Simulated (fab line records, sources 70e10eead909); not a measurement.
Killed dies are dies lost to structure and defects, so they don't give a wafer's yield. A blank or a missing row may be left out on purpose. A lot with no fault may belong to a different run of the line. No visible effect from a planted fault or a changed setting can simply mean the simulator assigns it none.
One fault through the eyes of 2 desks	flow nand-harc	each desk has only its own numbers; what lay behind them comes last

## AT THE TOOL OWNER'S DESK: pecvd-03
The tool's own readings at NHARC_A_CHANNEL_HOLE_D1_DEP_01 (deposits SiON, target thk 140 nm): means of the sampled wafers that have a number, for each lot that ran on this tool. Any lot whose mean is over 4 standard deviations away from the usual mean is out of limits and marked OUT; that distance is given in the brackets.
Columns: A = heater-power-w at NHARC_A_CHANNEL_HOLE_D1_DEP_01, usual 724 W; B = rf-fwd-power-W at NHARC_A_CHANNEL_HOLE_D1_DEP_01, usual 348.5 W; C = susceptor-temp-C at NHARC_A_CHANNEL_HOLE_D1_DEP_01, usual 400.04 C
lot	first seen here	A	B	C
L450	day 9 10:34	641	348.4	399.91
L452	day 10 03:28	589	349.3	399.83
L453	day 10 12:49	700	349.8	399.94
L454	day 11 03:01	683	349.6	400.17
L455	day 11 14:44	646	403.9 (+50) OUT	400.00
L456	day 12 02:10	633	404.5 (+51) OUT	400.05
L470	day 17 22:09	693	349.1	399.86
This desk's finding: out of limits on L455, L456; first on L455, day 11 14:44 (rf-fwd-power-W at NHARC_A_CHANNEL_HOLE_D1_DEP_01). L450, L452, L453, L454, L470: within limits.

## FROM THE METROLOGY DESK
Means of the sampled wafers that have a number, per lot and without regard to the tool the lot ran on: this is what the gauges read. Any lot whose mean is over 4 standard deviations away from the usual mean is out of limits and marked OUT; that distance is given in the brackets.
Columns: A = thk-nm at NHARC_A_SOURCE_PLATE_THK_MEAS_09, usual 9.7 nm; B = thk-nm at NHARC_A_SOURCE_PLATE_THK_MEAS_06, usual 200.4 nm
lot	first seen here	A	B
L449	day 7 14:58	8.8	200.3
L450	day 7 20:29	10.3	201.4
L452	day 8 22:53	10.1	200.6
L453	day 9 06:00	9.8	200.2
L454	day 9 20:19	10.5	201.1
L455	day 10 08:53	8.8	200.9
L456	day 10 21:41	10.4	199.1
L457	day 11 02:27	9.5	201.4
L464	day 13 13:19	9.3	202.2
L465	day 14 00:55	8.4	202.8
L466	day 14 15:01	10.5	198.2
L468	day 15 07:42	9.8	200.2
L471	day 16 16:37	9.2	198.0
L470	day 16 16:37	10.0	198.4
Finding of this desk: none of the 14 lots has anything out of limits.

## PUT TOGETHER
At day 11 14:44, on L455, L456, the tool owner's desk was in a position to raise an alarm.
From the metrology desk's view, nothing was out of limits.
The metrology desk has L455, L456 on record, within its limits.
Every lot named ran NHARC_A_CHANNEL_HOLE_D1_DEP_01 on pecvd-03.

## WHAT THE SIMULATOR HAD PUT IN
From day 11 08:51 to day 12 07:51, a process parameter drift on pecvd-03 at NHARC_A_CHANNEL_HOLE_D1_DEP_01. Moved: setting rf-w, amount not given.
Lots struck among those shown: L455, L456.
Each desk's first reading out of limits, in hours after the fault started: the tool owner's desk, 6.
